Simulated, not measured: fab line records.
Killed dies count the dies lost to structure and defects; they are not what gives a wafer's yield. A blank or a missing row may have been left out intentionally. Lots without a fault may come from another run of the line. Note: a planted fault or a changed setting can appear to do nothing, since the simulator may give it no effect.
One fault through the eyes of 3 desks | flow n5Finfet | every desk sees just its own numbers, and what lay behind them comes last

== THE METROLOGY DESK ==
Lot by lot, what the gauges showed, no matter which tool ran the lot: averages of those sampled wafers that carry a number. Marked OUT: a lot whose mean sits more than 4 standard deviations from the usual mean, which makes it out of limits; the brackets give that distance. It has 10 readings; the 7 that lie furthest out on some lot are the ones shown.
Columns: A = DIBL_N at N5_BEOL_M4_RC_MEAS_101, usual 36.5 mV/V; B = DIBL_P at N5_BEOL_M4_RC_MEAS_101, usual 36.5 mV/V; C = IOFF_N at N5_BEOL_M4_RC_MEAS_101, usual 0.163 nA/um; D = IOFF_P at N5_BEOL_M4_RC_MEAS_101, usual 0.219 nA/um; E = SS_P at N5_BEOL_M4_RC_MEAS_101, usual 73.4 mV/dec; F = VT_N at N5_BEOL_M4_RC_MEAS_101, usual 249.7 mV; G = VT_P at N5_BEOL_M4_RC_MEAS_101, usual -250 mV
lot  | first seen here | A    | B    | C     | D     | E    | F     | G
L347 | day 7 20:59     | 36.9 | 36.6 | 0.156 | 0.203 | 72.8 | 249.5 | -249
L348 | day 8 03:10     | 37.3 | 35.5 | 0.148 | 0.222 | 73.5 | 253.4 | -249
L352 | day 9 09:45     | 36.4 | 35.3 | 0.162 | 0.195 | 73.4 | 251.1 | -254
L355 | day 9 22:42     | 35.1 | 34.3 | 0.138 | 0.223 | 72.8 | 250.6 | -247
L356 | day 11 00:24    | 37.5 | 36.8 | 0.168 | 0.234 | 73.7 | 250.4 | -250
L364 | day 12 07:55    | 37.3 | 37.9 | 0.184 | 0.251 | 73.6 | 249.1 | -247
L365 | day 12 19:00    | 38.5 | 39.4 | 0.187 | 0.239 | 74.1 | 247.5 | -248
L368 | day 13 10:22    | 35.5 | 36.7 | 0.153 | 0.191 | 73.3 | 251.1 | -254
L369 | day 13 22:22    | 34.7 | 36.4 | 0.149 | 0.210 | 73.1 | 250.7 | -249
This desk's verdict: no lot among the 9 shows anything out of limits.

== THE DEFECT DESK ==
Inspection counts along the route, by lot: the mean over sampled wafers that carry a number. Marked OUT: a lot whose mean sits more than 4 standard deviations from the usual mean, which makes it out of limits; the brackets give that distance.
Columns: A = rawDefectCount at N5_SD_EPI_P_INSPECT_26, usual 177
lot  | first seen here | A
L347 | day 3 09:52     | 159
L348 | day 3 15:37     | 186
L352 | day 4 16:32     | 195
L355 | day 5 09:37     | 189
L356 | day 5 18:02     | 187
L364 | day 7 17:08     | 614 (+13) OUT
L365 | day 7 22:26     | 546 (+11) OUT
L368 | day 8 15:12     | 160
L369 | day 8 23:13     | 130
Finding of this desk: L364, L365 out of limits; the first was L364 at day 7 17:08, on rawDefectCount at N5_SD_EPI_P_INSPECT_26. Within limits: L347, L348, L352, L355, L356, L368, L369.

== DESK OF THE TOOL OWNER: rieSi-05 ==
The tool's own readings at N5_SD_EPI_P_SD_RECESS_17 (chemistry HBr/Cl2/O2, target depth 39.1 nm, bt time 3 s): means of the sampled wafers that have a number, for each lot that ran on this tool. Marked OUT: a lot whose mean sits more than 4 standard deviations from the usual mean, which makes it out of limits; the brackets give that distance.
Columns: A = drypumpMotorCurrentA at N5_SD_EPI_P_SD_RECESS_17, usual 5.7 A; B = oesProductAu at N5_SD_EPI_P_SD_RECESS_17, usual 1.003 a.u.; C = throttleValvePct at N5_SD_EPI_P_SD_RECESS_17, usual 37.10 %
lot  | first seen here | A   | B     | C
L348 | day 3 12:35     | 5.8 | 1.006 | 37.20
L352 | day 4 13:30     | 6.2 | 1.009 | 37.31
L356 | day 5 15:00     | 5.8 | 1.005 | 37.22
L364 | day 7 12:41     | 5.6 | 1.011 | 37.13
L365 | day 7 18:34     | 6.2 | 0.999 | 37.27
This desk's verdict: no lot among the 5 shows anything out of limits.

== PUT TOGETHER ==
The defect desk could have raised an alarm at day 7 17:08, on L364, L365.
The metrology desk saw nothing out of limits.
The tool owner's desk saw nothing out of limits.
The metrology desk holds a record of L364, L365, inside its limits.
The tool owner's desk has L364, L365 on record, within its limits.
All the named lots went through N5_SD_EPI_P_SD_RECESS_17 on rieSi-05.

== WHAT THE SIMULATOR HAD PUT IN ==
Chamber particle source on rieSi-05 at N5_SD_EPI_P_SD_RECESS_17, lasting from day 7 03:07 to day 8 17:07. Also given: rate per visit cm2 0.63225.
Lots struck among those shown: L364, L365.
Hours from the fault's start to each desk's first reading out of limits: the defect desk, 14.
